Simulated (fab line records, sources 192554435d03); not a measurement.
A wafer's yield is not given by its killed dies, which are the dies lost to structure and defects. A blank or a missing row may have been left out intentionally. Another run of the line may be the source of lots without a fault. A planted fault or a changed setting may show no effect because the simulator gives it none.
Matching of chambers + flow n5Finfet + N5_BEOL_M0_PRE_CLEAN_131 on cvdCo-01 has 3 sister chambers
The step time 15 s. 30 wafers are shown with their chamber, then 12 later ones without.

== WAFERS PAIRED WITH THEIR CHAMBERS ==
| wafer  | chamber | heaterPowerW (W) |
|--------|---------|------------------|
| L076.1 | 2       | 74               |
| L076.2 | 1       | 84               |
| L076.5 | 1       | 83               |
| L080.1 | 1       | 86               |
| L080.4 | 1       | 85               |
| L080.5 | 2       | 73               |
| L082.1 | 0       | 92               |
| L082.4 | 1       | 85               |
| L082.5 | 2       | 74               |
| L083.3 | 1       | 86               |
| L083.5 | 0       | 91               |
| L083.6 | 1       | 84               |
| L086.1 | 0       | 93               |
| L086.2 | 1       | 87               |
| L086.3 | 2       | 73               |
| L086.4 | 1       | 85               |
| L086.5 | 0       | 91               |
| L086.6 | 2       | 72               |
| L088.1 | 0       | 92               |
| L088.2 | 2       | 74               |
| L088.3 | 1       | 85               |
| L091.1 | 2       | 74               |
| L091.4 | 2       | 76               |
| L091.5 | 1       | 85               |
| L093.2 | 0       | 94               |
| L093.3 | 1       | 86               |
| L093.6 | 2       | 74               |
| L094.1 | 0       | 93               |
| L094.2 | 1       | 84               |
| L094.4 | 0       | 94               |

SIGNATURES, as means of the wafers listed above
| reading      | chamber 0 | chamber 1 | chamber 2 | scatter within a chamber |
|--------------|-----------|-----------|-----------|--------------------------|
| heaterPowerW | 92.50     | 85.00     | 73.78     | 1.11                     |
Rule: for each reading, subtract the chamber's mean from the wafer's reading, divide by that reading's scatter and square the result; add these up over the readings and take the root, which gives the wafer's distance from the chamber. The wafer belongs to the nearest chamber; if the next one is less than 2 further off, it can't be placed. How the scatter is found: for the shown wafers, subtract from each reading the mean of its chamber, square and add these, divide the total by (wafers less chambers), then take the root.

== WAFERS MISSING THEIR CHAMBER ==
| wafer  | heaterPowerW (W) |
|--------|------------------|
| L095.4 | 94               |
| L095.5 | 84               |
| L095.6 | 74               |
| L096.1 | 93               |
| L096.3 | 73               |
| L096.5 | 84               |
| L097.1 | 93               |
| L097.2 | 75               |
| L097.3 | 86               |
| L097.4 | 85               |
| L097.5 | 94               |
| L097.6 | 75               |

== CHAMBER TAKEN BY EACH ==
| wafer  | from the rows above | in truth |
|--------|---------------------|----------|
| L095.4 | 0                   | 0        |
| L095.5 | 1                   | 1        |
| L095.6 | 2                   | 2        |
| L096.1 | 0                   | 0        |
| L096.3 | 2                   | 2        |
| L096.5 | 1                   | 1        |
| L097.1 | 0                   | 0        |
| L097.2 | 2                   | 2        |
| L097.3 | 1                   | 1        |
| L097.4 | 1                   | 1        |
| L097.5 | 0                   | 0        |
| L097.6 | 2                   | 2        |
Correct placement for 12 of the 12. Left unplaced by these rows: 0. Number placed wrongly: 0.
